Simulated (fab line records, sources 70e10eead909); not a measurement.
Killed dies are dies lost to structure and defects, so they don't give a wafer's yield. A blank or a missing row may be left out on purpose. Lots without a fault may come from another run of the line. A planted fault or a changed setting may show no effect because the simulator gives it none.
Which tool did it? | flow nand_harc | 12 lots, 36 wafers sampled, at 2 steps of a route of 1159

WHAT THE GAUGES READ, wafer by wafer
NHARC_P_STI_CD_MEAS_16.
lot  | measured    | on        | cd_nm (nm)
L075 | day 2 18:28 | cd_sem-02 | 199.3 197.0 200.0
L076 | day 3 04:58 | cd_sem-03 | 199.4 201.6 202.0
L079 | day 3 14:51 | cd_sem-03 | 204.3 203.9 198.6
L081 | day 4 05:32 | cd_sem-03 | 198.3 199.7 199.5
L083 | day 4 17:31 | cd_sem-01 | 198.5 196.9 201.9
L085 | day 5 05:36 | cd_sem-01 | 203.7 203.3 200.7
L087 | day 5 17:43 | cd_sem-02 | 198.0 205.9 199.6
L089 | day 6 08:56 | cd_sem-01 | 205.3 200.5 201.3
L091 | day 6 18:32 | cd_sem-03 | 204.0 198.1 197.7
L093 | day 7 05:47 | cd_sem-01 | 200.3 199.3 196.5
L095 | day 7 18:42 | cd_sem-01 | 200.6 199.1 204.4
L097 | day 8 06:50 | cd_sem-02 | 198.7 198.0 203.4

WHICH TOOL RAN EACH LOT (tool, then ch and the chambers of the sampled wafers, then the start)
lot  | NHARC_P_STI_DESCUM_14
L075 | rie_diel-09 ch 2,3, day 2 18:02
L076 | rie_diel-09 ch 0,2,3, day 3 04:32
L079 | rie_diel-11 ch 0,2,3, day 3 14:25
L081 | rie_diel-11 ch 0,1,3, day 4 05:07
L083 | rie_diel-11 ch 0,1,2, day 4 17:05
L085 | rie_diel-08 ch 0,1,3, day 5 05:10
L087 | rie_diel-11 ch 1,2,3, day 5 17:17
L089 | rie_diel-11 ch 1,2,3, day 6 08:30
L091 | rie_diel-09 ch 0,1,3, day 6 18:05
L093 | rie_diel-11 ch 0,1,2, day 7 05:22
L095 | rie_diel-09 ch 1,3, day 7 18:14
L097 | rie_diel-11 ch 0,1,2, day 8 06:25
- NHARC_P_STI_DESCUM_14: chemistry O2, time 3 s.

THE ANSWER, worked out from the rows above alone
Rule: what is usual is taken from the lots themselves. Put in order of their means at a reading, lots are off if they are a third of the lots or fewer, leave a main group of 4 or more, and stand apart from it by a gap of 3 or more times the standard deviation of the main group's means; of several such gaps the widest counts. A main group whose means are all the same, to the digits that the tables above print for the reading, isn't used. A lot without any number at a reading at which 4 lots or more have one is off too. The other lots that the step has rows for count as sound.
No lot is off at any reading shown: from this, nothing can be told.

WHAT THE SIMULATOR HAD PUT IN
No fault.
